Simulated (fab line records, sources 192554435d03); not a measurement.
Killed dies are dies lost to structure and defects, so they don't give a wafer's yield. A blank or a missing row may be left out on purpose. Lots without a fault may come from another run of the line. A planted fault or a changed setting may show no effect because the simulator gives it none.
Chamber matching | flow n5_finfet | N5_FIN_SAQP_SPACER1_ETCHBACK_25 on rie_diel-05: 4 sister chambers
The step etches SiO2 in CHF3/O2, target depth 24.4 nm, time 12.2 s. 18 wafers are shown with their chamber, then 9 later ones without.

WAFERS WITH THEIR CHAMBER
wafer  | chamber | showerhead_plenum_p_Torr (Torr) | rf_vpp_V (V) | throttle_valve_pct (%)
L079.1 | 3       | 2.37                            | 516          | 18.73
L079.2 | 2       | 2.46                            | 535          | 18.72
L079.3 | 1       | 2.51                            | 535          | 18.92
L079.4 | 2       | 2.46                            | 536          | 18.70
L079.5 | 1       | 2.51                            | 534          | 18.90
L079.6 | 3       | 2.37                            | 515          | 18.75
L085.1 | 3       | 2.37                            | 515          | 18.76
L085.2 | 0       | 2.57                            | 521          | 18.55
L085.3 | 2       | 2.45                            | 535          | 18.73
L085.4 | 1       | 2.50                            | 534          | 18.91
L085.5 | 3       | 2.37                            | 515          | 18.77
L085.6 | 0       | 2.57                            | 523          | 18.56
L086.1 | 2       | 2.45                            | 536          | 18.72
L086.2 | 0       | 2.57                            | 523          | 18.56
L086.6 | 0       | 2.57                            | 521          | 18.56
L087.1 | 2       | 2.45                            | 537          | 18.73
L087.2 | 0       | 2.57                            | 523          | 18.57
L087.3 | 3       | 2.36                            | 515          | 18.75

SIGNATURES (means of the wafers above)
reading                  | chamber 0 | chamber 1 | chamber 2 | chamber 3 | scatter within a chamber
showerhead_plenum_p_Torr | 2.5700    | 2.5067    | 2.4540    | 2.3680    | 0.00436
rf_vpp_V                 | 522.20    | 534.33    | 535.80    | 515.20    | 0.805
throttle_valve_pct       | 18.5600   | 18.9100   | 18.7200   | 18.7520   | 0.0116
Rule: a wafer's distance from a chamber is the root of the sum, over the readings, of the square of ((its reading less the chamber's mean) divided by the reading's scatter). The wafer belongs to the nearest chamber; if the next one is less than 2 further off, it can't be placed. The scatter: the root of (the sum of the squares of (reading less its chamber's mean) over the shown wafers, divided by (wafers less chambers)).

WAFERS WITHOUT THEIR CHAMBER
wafer  | showerhead_plenum_p_Torr (Torr) | rf_vpp_V (V) | throttle_valve_pct (%)
L089.1 | 2.45                            | 536          | 18.73
L089.3 | 2.57                            | 521          | 18.56
L089.6 | 2.57                            | 523          | 18.58
L094.1 | 2.49                            | 534          | 18.95
L094.4 | 2.57                            | 522          | 18.59
L094.6 | 2.44                            | 535          | 18.75
L095.1 | 2.56                            | 522          | 18.60
L095.4 | 2.36                            | 516          | 18.78
L095.5 | 2.36                            | 515          | 18.80

WHICH CHAMBER EACH WENT THROUGH
wafer  | from the rows above | in truth
L089.1 | 2                   | 2
L089.3 | 0                   | 0
L089.6 | 0                   | 0
L094.1 | 1                   | 1
L094.4 | 0                   | 0
L094.6 | 2                   | 2
L095.1 | 0                   | 0
L095.4 | 3                   | 3
L095.5 | 3                   | 3
Placed correctly: 9 of 9. Can't be placed from these rows: 0. Placed wrongly: 0.
